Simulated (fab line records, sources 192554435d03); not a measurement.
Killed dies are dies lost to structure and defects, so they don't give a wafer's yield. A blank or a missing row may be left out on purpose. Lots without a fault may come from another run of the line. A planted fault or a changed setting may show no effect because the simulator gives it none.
fab line records | flow n5_finfet
record lots=24 wafers=72 last_day=20
route steps=1938 shown BEOL_M14@1768 BEOL_M15@1783 MIM_BOT@1832
lots that met no fault: from a run of the same line without faults
start_h: hours from the record's first day to the start of the lot's first wafer shown | wait_h: hours since the lot's step before | " the same as in the row above | L1.1+2: a row that stands for several wafers | - no value, or no start given | * or withheld: withheld | < > ~ a bound
route shown NAME@n: a module of which the file shows steps, and the number in the route of the first | usual: mean/standard deviation of fault-free wafers | same: alike in all rows | chamber/n: place in a boat | sites: the reading at each site | _std_site: their standard deviation | _edge_site: outer sites' mean less inner sites' | radius_mm: how far each site lies from the wafer's centre | mask NAME#n: copy n | behind: the tool/chamber that last shaped the wafer | hold: why the lot was held/for how many hours/how that ended | device: the transistor (n, p or np) that didn't switch | end of line: the same wafers' tests at the end of the route | a step without rows: its recipe alone | killed: dies lost to structure and defects at the first sort, not the wafer's yield | map: a wafer's dies, x killed, . not, _ none there
set.NAME: the setting as run; set.NAME@STEP: as run at that earlier step | model.NAME: the simulator's own value behind a step, which no gauge read
steps of the route over a sample of lots; a table a step, a row a wafer
services: from which hour (start_h, from the record's first day; less than 0 if before it) a tool's chamber was out of use, for how many hours, and why
## steps
# step N5_BEOL_M14_THK_MEAS_50
# recipe thk_meas_gauge=xrf reads=Cu_of_BEOL_M14_ECD_47
# usual M14_THK=540/10
# columns lot.wafer tool chamber start_h wait_h M14_THK[nm]
L075.1 film_metro-01 - 289.72 - 539
L075.5 " - " " 542
L075.6 " - " " 540
L074.1 film_metro-02 - 316.26 - 532
L074.3 " - " " 540
L074.5 " - " " 536
L076.1 film_metro-02 - 322.21 - 543
L076.3 " - " " 530
L076.4 " - " " 528
L077.2 film_metro-02 - 333.76 - 533
L077.5 " - " " 544
L077.6 " - " " 536
L078.2 film_metro-01 - 334.21 - 550
L078.3 " - " " 543
L078.6 " - " " 554
L083.1 film_metro-02 - 352.04 - 552
L083.4 " - " " 549
L083.5 " - " " 532
L079.1 film_metro-02 - 356.00 - 531
L079.5 " - " " 530
L079.6 " - " " 544
L081.4 film_metro-01 - 365.77 - 554
L081.5 " - " " 539
L081.6 " - " " 555
L084.1 film_metro-01 - 377.16 - 538
L084.3 " - " " 563
L084.5 " - " " 552
L082.2 film_metro-01 - 378.16 - 524
L082.3 " - " " 555
L082.6 " - " " 527
L085.4 film_metro-01 - 386.11 - 545
L085.5 " - " " 540
L085.6 " - " " 534
L080.1 film_metro-01 - 386.57 - 554
L080.4 " - " " 546
L080.6 " - " " 546
L087.2 film_metro-01 - 392.47 - 542
L087.4 " - " " 536
L087.6 " - " " 546
L090.1 film_metro-02 - 406.86 - 521
L090.4 " - " " 527
L090.6 " - " " 527
L088.3 film_metro-01 - 407.82 0.2 541
L088.5 " - " " 542
L088.6 " - " " 512
L086.3 film_metro-01 - 408.33 - 529
L086.4 " - " " 533
L086.5 " - " " 532
L089.2 film_metro-01 - 409.24 - 552
L089.3 " - " " 546
L089.5 " - " " 554
L093.1 film_metro-02 - 410.16 - 538
L093.2 " - " " 515
L093.4 " - " " 521
L092.3 film_metro-01 - 410.17 - 533
L092.5 " - " " 534
L092.6 " - " " 549
L091.1 film_metro-02 - 425.13 - 525
L091.2 " - " " 528
L091.6 " - " " 522
L094.2 film_metro-01 - 429.60 - 557
L094.3 " - " " 558
L094.6 " - " " 540
L095.2 film_metro-01 - 443.84 - 538
L095.5 " - " " 542
L095.6 " - " " 539
L097.2 film_metro-01 - 444.11 - 540
L097.3 " - " " 543
L097.5 " - " " 539
L096.1 film_metro-01 - 460.54 - 526
L096.2 " - " " 527
L096.4 " - " " 545
# step N5_BEOL_M15_CD_MEAS_10
# recipe target_cd_nm=360 landing_energy_ev=500 detector=se_inlens polarity=opening
# usual cd_nm=360.0/0.98
# same landing_energy_ev=500
# columns lot.wafer tool chamber start_h wait_h cd_nm
L075.1 cd_sem-02 0 290.58 - 361.2
L075.5 " 0 " " 359.4
L075.6 " 0 " " 360.7
L074.1 cd_sem-03 0 317.01 - 361.2
L074.3 " 0 " " 359.8
L074.5 " 0 " " 359.4
L076.1 cd_sem-01 0 322.96 - 359.4
L076.3 " 0 " " 358.0
L076.4 " 0 " " 359.6
L077.2 cd_sem-03 0 334.51 - 360.4
L077.5 " 0 " " 360.6
L077.6 " 0 " " 358.9
L078.2 cd_sem-01 0 335.10 - 359.8
L078.3 " 0 " " 359.5
L078.6 " 0 " " 360.3
L083.1 cd_sem-02 0 352.78 - 359.6
L083.4 " 0 " " 360.7
L083.5 " 0 " " 359.8
L079.1 cd_sem-02 0 356.88 - 359.5
L079.5 " 0 " " 359.0
L079.6 " 0 " " 361.6
L081.4 cd_sem-01 0 366.54 - 359.4
L081.5 " 0 " " 360.6
L081.6 " 0 " " 361.6
L084.1 cd_sem-01 0 378.04 - 360.2
L084.3 " 0 " " 358.3
L084.5 " 0 " " 360.0
L082.2 cd_sem-03 0 379.03 - 362.3
L082.3 " 0 " " 360.8
L082.6 " 0 " " 361.4
L085.4 cd_sem-02 0 387.10 - 361.1
L085.5 " 0 " " 358.9
L085.6 " 0 " " 360.1
L080.1 cd_sem-01 0 387.42 - 359.8
L080.4 " 0 " " 361.0
L080.6 " 0 " " 360.6
L087.2 cd_sem-01 0 393.21 - 359.9
L087.4 " 0 " " 360.1
L087.6 " 0 " " 359.6
L090.1 cd_sem-01 0 407.60 - 360.5
L090.4 " 0 " " 360.3
L090.6 " 0 " " 359.6
L088.3 cd_sem-03 0 408.69 - 360.2
L088.5 " 0 " " 360.1
L088.6 " 0 " " 358.9
L086.3 cd_sem-03 0 409.22 - 359.6
L086.4 " 0 " " 360.1
L086.5 " 0 " " 359.8
L089.2 cd_sem-02 0 410.12 - 359.4
L089.3 " 0 " " 359.1
L089.5 " 0 " " 359.7
L092.3 cd_sem-01 0 410.92 - 360.0
L092.5 " 0 " " 359.6
L092.6 " 0 " " 360.1
L093.1 cd_sem-03 0 411.17 - 359.7
L093.2 " 0 " " 360.0
L093.4 " 0 " " 359.3
L091.1 cd_sem-01 0 426.00 - 359.3
L091.2 " 0 " " 358.9
L091.6 " 0 " " 359.4
L094.2 cd_sem-03 0 430.35 - 359.3
L094.3 " 0 " " 361.5
L094.6 " 0 " " 360.6
L095.2 cd_sem-01 0 444.75 - 358.0
L095.5 " 0 " " 358.0
L095.6 " 0 " " 357.5
L097.2 cd_sem-02 0 445.01 - 361.1
L097.3 " 0 " " 360.5
L097.5 " 0 " " 361.2
L096.1 cd_sem-01 0 461.41 - 362.5
L096.2 " 0 " " 361.2
L096.4 " 0 " " 360.0
# step N5_BEOL_M15_OVL_MEAS_11
# recipe points_per_wafer=44
# usual V14_OVL=-1/6.7
# columns lot.wafer tool chamber start_h wait_h V14_OVL[nm]
L075.1 overlay-02 0 290.61 0.0 -4
L075.5 " 0 " " -2
L075.6 " 0 " " -9
L074.1 overlay-01 0 317.04 0.0 -9
L074.3 " 0 " " -5
L074.5 " 0 " " -6
L076.1 overlay-01 0 322.99 0.0 1
L076.3 " 0 " " -3
L076.4 " 0 " " 6
L077.2 overlay-01 0 334.54 0.0 5
L077.5 " 0 " " 16
L077.6 " 0 " " 1
L078.2 overlay-02 0 335.13 0.0 -2
L078.3 " 0 " " -3
L078.6 " 0 " " -6
L083.1 overlay-02 0 352.81 0.0 1
L083.4 " 0 " " -4
L083.5 " 0 " " 2
L079.1 overlay-01 0 356.91 0.0 -5
L079.5 " 0 " " -3
L079.6 " 0 " " 1
L081.4 overlay-02 0 366.57 0.0 0
L081.5 " 0 " " -2
L081.6 " 0 " " 2
L084.1 overlay-02 0 378.07 0.0 -3
L084.3 " 0 " " -2
L084.5 " 0 " " 3
L082.2 overlay-01 0 379.06 0.0 3
L082.3 " 0 " " -4
L082.6 " 0 " " 0
L085.4 overlay-02 0 387.12 0.0 3
L085.5 " 0 " " -1
L085.6 " 0 " " 4
L080.1 overlay-01 0 387.45 0.0 -7
L080.4 " 0 " " -6
L080.6 " 0 " " 1
L087.2 overlay-02 0 393.24 0.0 -2
L087.4 " 0 " " 3
L087.6 " 0 " " -2
L090.1 overlay-01 0 407.63 0.0 1
L090.4 " 0 " " 8
L090.6 " 0 " " 7
L088.3 overlay-02 0 408.72 0.0 7
L088.5 " 0 " " 7
L088.6 " 0 " " 11
L086.3 overlay-02 0 409.25 0.0 -28
L086.4 " 0 " " -18
L086.5 " 0 " " -19
L089.2 overlay-02 0 410.15 0.0 2
L089.3 " 0 " " 6
L089.5 " 0 " " 3
L092.3 overlay-02 0 410.95 0.0 -6
L092.5 " 0 " " -5
L092.6 " 0 " " -3
L093.1 overlay-01 0 411.20 0.0 4
L093.2 " 0 " " -4
L093.4 " 0 " " -3
L091.1 overlay-02 0 426.03 0.0 -6
L091.2 " 0 " " 3
L091.6 " 0 " " -5
L094.2 overlay-01 0 430.38 0.0 -9
L094.3 " 0 " " -12
L094.6 " 0 " " -7
L095.2 overlay-02 0 444.78 0.0 -4
L095.5 " 0 " " -1
L095.6 " 0 " " -9
L097.2 overlay-01 0 445.04 0.0 0
L097.3 " 0 " " -11
L097.5 " 0 " " -3
L096.1 overlay-01 0 461.44 0.0 12
L096.2 " 0 " " 9
L096.4 " 0 " " 5
# step N5_BEOL_M15_ETCH_59
# recipe chemistry=N2/H2 target=BARC target_depth_a=890 overetch_a=267 time_s=67.9 ion_energy_ev=200 pressure_mtorr=30 source_w=840 bias_w=150 n2_flow_sccm=200 h2_flow_sccm=200
# usual drypump_motor_current_A=5.6/0.34 oes_product_au=0.68/0.076 rf_vpp_V=523.2/3 showerhead_plenum_p_Torr=2.52/0.11 throttle_valve_pct=17.95/0.26
# columns lot.wafer tool chamber start_h wait_h drypump_motor_current_A oes_product_au rf_hours_counter_h rf_vpp_V showerhead_plenum_p_Torr throttle_valve_pct
L075.1 rie_diel-05 3 290.70 0.0 5.7 0.79 15 525.5 2.60 18.00
L075.5 " 0 " " 5.9 0.80 - 522.9 2.49 17.88
L075.6 " 3 " " 5.7 0.79 - 523.7 2.60 17.97
L074.1 rie_diel-02 3 317.13 0.0 5.2 0.66 144 517.5 2.34 17.81
L074.3 " 1 " " 5.9 0.75 40 525.5 2.59 17.84
L074.5 " 1 " " 5.9 0.75 - 526.5 2.59 17.82
L076.1 rie_diel-05 0 323.08 0.0 5.9 0.78 34 522.3 2.49 17.91
L076.3 " 3 " " 5.7 0.77 26 524.7 2.60 17.99
L076.4 " 2 " " 5.2 0.62 186 521.3 2.43 18.59
L077.2 rie_diel-06 1 334.64 0.0 5.6 0.73 55 521.0 2.48 18.00
L077.5 " 1 " " 5.6 0.73 - 522.8 2.48 18.02
L077.6 " 2 " " 6.1 0.80 - 529.2 2.72 17.51
L078.2 rie_diel-06 1 335.22 0.0 5.6 0.73 55 522.6 2.48 18.00
L078.3 " 0 " " 5.9 0.60 232 521.9 2.41 18.26
L078.6 " 2 " " 6.0 0.80 - 527.7 2.72 17.51
L083.1 rie_diel-05 3 352.91 0.0 5.7 0.76 33 525.5 2.59 18.01
L083.4 " 1 " " 5.3 0.61 197 523.0 2.52 17.83
L083.5 " 1 " " 5.4 0.60 - 523.4 2.52 17.83
L079.1 rie_diel-05 3 357.01 0.0 5.7 0.76 34 525.7 2.59 18.02
L079.5 " 2 " " 5.2 0.62 - 521.9 2.43 18.59
L079.6 " 1 " " 5.3 0.60 - 523.8 2.52 17.84
L081.4 rie_diel-02 1 366.73 0.0 5.8 0.73 53 526.2 2.59 17.87
L081.5 " 0 " " 5.1 0.62 - 526.0 2.62 17.71
L081.6 " 3 " " 5.2 0.65 - 517.9 2.33 17.84
L084.1 rie_diel-06 1 378.17 0.0 5.6 0.71 70 522.2 2.47 18.05
L084.3 " 3 " " 5.7 0.82 10 524.5 2.49 17.97
L084.5 " 1 " " 5.6 0.71 - 522.1 2.47 18.03
L082.2 rie_diel-06 1 379.15 0.0 5.6 0.71 70 522.7 2.47 18.04
L082.3 " 0 " " 5.9 0.59 247 520.2 2.40 18.28
L082.6 " 3 " " 5.7 0.82 - 523.7 2.49 17.98
L085.4 rie_diel-06 2 387.25 0.0 6.1 0.76 23 527.6 2.71 17.56
L085.5 " 1 " " 5.6 0.71 - 521.5 2.47 18.04
L085.6 " 0 " " 5.9 0.59 - 519.7 2.40 18.28
L080.1 rie_diel-06 1 387.72 0.0 5.6 0.70 73 523.1 2.47 18.06
L080.4 " 3 " " 5.7 0.81 13 522.9 2.49 17.98
L080.6 " 0 " " 5.9 0.59 - 518.6 2.40 18.30
L087.2 rie_diel-02 0 393.33 0.0 5.1 0.60 233 524.5 2.61 17.71
L087.4 " 3 " " 5.2 0.64 - 517.6 2.33 17.86
L087.6 " 0 " " 5.1 0.60 - 526.3 2.62 17.71
L090.1 rie_diel-02 2 407.73 0.0 6.1 0.61 210 526.9 2.63 17.73
L090.4 " 0 " " 5.1 0.60 239 527.3 2.61 17.74
L090.6 " 2 " " 6.1 0.61 - 526.0 2.63 17.75
L088.3 rie_diel-02 1 408.82 0.0 5.9 0.73 59 523.3 2.58 17.87
L088.5 " 0 " " 5.1 0.60 - 526.0 2.61 17.72
L088.6 " 3 " " 5.2 0.63 - 518.7 2.32 17.87
L086.3 rie_diel-02 2 409.47 0.0 6.1 0.61 210 525.8 2.63 17.76
L086.4 " 3 " " 5.1 0.64 174 515.3 2.32 17.87
L086.5 " 1 " " 5.8 0.72 - 526.6 2.58 17.88
L089.2 rie_diel-02 1 410.24 0.0 5.8 0.73 59 525.5 2.58 17.87
L089.3 " 0 " " 5.1 0.61 240 525.9 2.61 17.72
L089.5 " 1 " " 5.8 0.73 - 525.0 2.58 17.87
L092.3 rie_diel-05 0 411.50 0.0 5.9 0.73 61 520.8 2.48 17.94
L092.5 " 1 " " 5.4 0.59 - 521.7 2.51 17.85
L092.6 " 2 " " 5.2 0.60 - 521.0 2.42 18.63
L093.1 rie_diel-02 1 411.51 0.0 5.8 0.72 60 524.8 2.58 17.88
L093.2 " 3 " " 5.2 0.63 175 519.6 2.32 17.88
L093.4 " 0 " " 5.1 0.60 241 524.8 2.61 17.74
L091.1 rie_diel-06 3 426.37 0.0 5.7 0.78 28 520.8 2.48 18.01
L091.2 " 0 " " 5.9 0.84 6 527.4 2.72 17.84
L091.6 " 3 " " 5.7 0.78 - 522.6 2.48 18.00
L094.2 rie_diel-05 0 430.47 0.0 5.9 0.74 66 522.0 2.48 17.95
L094.3 " 1 " " 5.3 0.59 222 523.0 2.51 17.88
L094.6 " 2 " " 5.2 0.61 - 520.6 2.42 18.63
L095.2 rie_diel-05 2 444.87 0.0 5.2 0.60 223 521.3 2.42 18.65
L095.5 " 3 " " 5.7 0.72 - 524.6 2.58 18.05
L095.6 " 0 " " 5.9 0.72 - 522.3 2.47 17.97
L097.2 rie_diel-02 2 445.13 0.0 6.1 0.60 221 525.0 2.62 17.77
L097.3 " 3 " " 5.2 0.63 186 517.8 2.32 17.89
L097.5 " 2 " " 6.1 0.60 - 525.6 2.62 17.76
L096.1 rie_diel-05 0 461.54 0.0 5.9 0.73 76 521.2 2.47 17.98
L096.2 " 3 " " 5.7 0.72 66 524.4 2.58 18.06
L096.4 " 3 " " 5.7 0.72 - 524.6 2.58 18.06
# step N5_MIM_BOT_DEGAS_01
# recipe ambient=vacuum temp_c=300 time_s=60
# usual heater_power_w=453/60
# columns lot.wafer tool chamber start_h wait_h heater_power_w
L075.1 pvd_sputter-03 - 299.46 0.9 480
L075.5 " - " " 541
L075.6 " - " " 531
L074.1 pvd_sputter-03 - 325.80 1.4 538
L074.3 " - " " 552
L074.5 " - " " 439
L076.1 pvd_sputter-01 - 331.25 2.9 469
L076.3 " - " " 385
L076.4 " - " " 396
L077.2 pvd_sputter-03 - 342.27 1.7 441
L077.5 " - " " 551
L077.6 " - " " 456
L078.2 pvd_sputter-03 - 342.95 1.6 433
L078.3 " - " " 467
L078.6 " - " " 438
L083.1 pvd_sputter-02 - 358.61 1.0 459
L083.4 " - " " 369
L083.5 " - " " 464
L079.1 pvd_sputter-02 - 364.41 2.5 455
L079.5 " - " " 381
L079.6 " - " " 462
L081.4 pvd_sputter-02 - 376.35 0.4 456
L081.5 " - " " 373
L081.6 " - " " 392
L084.1 pvd_sputter-02 - 388.43 0.2 376
L084.3 " - " " 559
L084.5 " - " " 453
L082.2 pvd_sputter-03 - 390.93 1.8 514
L082.3 " - " " 547
L082.6 " - " " 476
L080.1 pvd_sputter-01 - 397.17 0.9 375
L080.4 " - " " 468
L080.6 " - " " 472
L085.4 pvd_sputter-03 - 399.19 1.7 549
L085.5 " - " " 474
L085.6 " - " " 541
L087.2 pvd_sputter-01 - 400.61 0.2 392
L087.4 " - " " 477
L087.6 " - " " 479
L090.1 pvd_sputter-01 - 414.71 0.9 405
L090.4 " - " " 470
L090.6 " - " " 473
L088.3 pvd_sputter-01 - 415.25 1.0 378
L088.5 " - " " 392
L088.6 " - " " 467
L086.3 pvd_sputter-01 - 418.21 1.9 466
L086.4 " - " " 390
L086.5 " - " " 482
L089.2 pvd_sputter-03 - 418.38 1.0 541
L089.3 " - " " 434
L089.5 " - " " 429
L092.3 pvd_sputter-03 - 422.98 2.0 535
L092.5 " - " " 534
L092.6 " - " " 560
L093.1 pvd_sputter-02 - 423.03 1.8 391
L093.2 " - " " 452
L093.4 " - " " 365
L091.1 pvd_sputter-01 - 431.90 0.7 481
L091.2 " - " " 478
L091.6 " - " " 376
L094.2 pvd_sputter-01 - 439.30 1.8 458
L094.3 " - " " 399
L094.6 " - " " 392
L095.2 pvd_sputter-01 - 452.10 2.5 480
L095.5 " - " " 481
L095.6 " - " " 383
L097.2 pvd_sputter-02 - 452.42 1.1 373
L097.3 " - " " 386
L097.5 " - " " 453
L096.1 pvd_sputter-02 - 470.50 2.1 387
L096.2 " - " " 384
L096.4 " - " " 558
# step N5_MIM_BOT_SPUTTER_00
# recipe material=TiN target_thk_a=350 temp_c=200 power_w=3000 chamber_pressure_pa=0.49996 gas=Ar reactive_partial_pa=0.37997 time_s=89.7
# usual throttle_valve_pct=30.5/0.77
# columns lot.wafer tool chamber start_h wait_h throttle_valve_pct
L075.1 pvd_sputter-03 - 299.50 0.0 29.8
L075.5 " - " " 29.9
L075.6 " - " " 30.5
L074.1 pvd_sputter-03 - 325.84 0.0 30.7
L074.3 " - " " 30.2
L074.5 " - " " 30.2
L076.1 pvd_sputter-01 - 331.29 0.0 31.1
L076.3 " - " " 31.3
L076.4 " - " " 31.2
L077.2 pvd_sputter-03 - 342.31 0.0 29.7
L077.5 " - " " 29.9
L077.6 " - " " 29.9
L078.2 pvd_sputter-03 - 342.99 0.0 29.8
L078.3 " - " " 29.7
L078.6 " - " " 29.7
L083.1 pvd_sputter-02 - 358.65 0.0 30.3
L083.4 " - " " 31.3
L083.5 " - " " 30.3
L079.1 pvd_sputter-02 - 364.45 0.0 30.3
L079.5 " - " " 31.3
L079.6 " - " " 30.5
L081.4 pvd_sputter-02 - 376.39 0.0 30.3
L081.5 " - " " 31.2
L081.6 " - " " 29.6
L084.1 pvd_sputter-02 - 388.47 0.0 31.8
L084.3 " - " " 30.4
L084.5 " - " " 30.4
L082.2 pvd_sputter-03 - 390.97 0.0 30.4
L082.3 " - " " 30.2
L082.6 " - " " 29.8
L080.1 pvd_sputter-01 - 397.21 0.0 31.5
L080.4 " - " " 29.2
L080.6 " - " " 31.4
L085.4 pvd_sputter-03 - 399.23 0.0 29.9
L085.5 " - " " 29.8
L085.6 " - " " 30.0
L087.2 pvd_sputter-01 - 400.65 0.0 31.2
L087.4 " - " " 29.1
L087.6 " - " " 31.1
L090.1 pvd_sputter-01 - 414.75 0.0 31.1
L090.4 " - " " 29.1
L090.6 " - " " 29.2
L088.3 pvd_sputter-01 - 415.29 0.0 31.4
L088.5 " - " " 31.2
L088.6 " - " " 31.5
L086.3 pvd_sputter-01 - 418.25 0.0 28.7
L086.4 " - " " 31.3
L086.5 " - " " 31.6
L089.2 pvd_sputter-03 - 418.42 0.0 30.1
L089.3 " - " " 30.0
L089.5 " - " " 30.0
L092.3 pvd_sputter-03 - 423.02 0.0 30.3
L092.5 " - " " 30.7
L092.6 " - " " 30.0
L093.1 pvd_sputter-02 - 423.07 0.0 29.7
L093.2 " - " " 30.2
L093.4 " - " " 31.7
L091.1 pvd_sputter-01 - 431.94 0.0 31.1
L091.2 " - " " 29.2
L091.6 " - " " 31.4
L094.2 pvd_sputter-01 - 439.34 0.0 31.2
L094.3 " - " " 31.3
L094.6 " - " " 31.1
L095.2 pvd_sputter-01 - 452.14 0.0 31.5
L095.5 " - " " 31.4
L095.6 " - " " 31.5
L097.2 pvd_sputter-02 - 452.46 0.0 31.5
L097.3 " - " " 29.5
L097.5 " - " " 30.3
L096.1 pvd_sputter-02 - 470.54 0.0 29.3
L096.2 " - " " 31.2
L096.4 " - " " 30.2
## services
# columns tool chamber start_h hours kind
rie_diel-02 1 304.26 7.9 repair
rie_diel-06 2 306.74 - clean
rie_diel-06 2 306.74 - consumable_replace:focus_ring
rie_diel-06 2 306.74 - consumable_replace:showerhead
rie_diel-06 2 306.74 12.8 scheduled_down
rie_diel-06 2 306.74 12.8 vent_cycle
rie_diel-06 3 318.44 5.6 repair
rie_diel-06 3 324.08 - clean
rie_diel-06 3 324.08 - consumable_replace:focus_ring
rie_diel-06 3 324.08 20.3 scheduled_down
rie_diel-06 3 324.08 20.3 vent_cycle
pvd_sputter-03 - 347.98 6.3 repair
rie_diel-02 - 356.59 0.6 repair
pvd_sputter-02 - 357.28 0.6 repair
rie_diel-02 1 381.87 25.8 repair
rie_diel-05 - 387.54 2.8 pm
rie_diel-02 1 430.99 5.1 repair
rie_diel-06 3 437.41 5.5 repair
rie_diel-02 0 441.15 - clean
rie_diel-02 0 441.15 - consumable_replace:focus_ring
rie_diel-02 0 441.15 17.1 scheduled_down
rie_diel-02 0 441.15 17.1 vent_cycle
rie_diel-05 2 456.83 7.7 repair
rie_diel-02 2 463.74 6.3 repair
## key
fault none
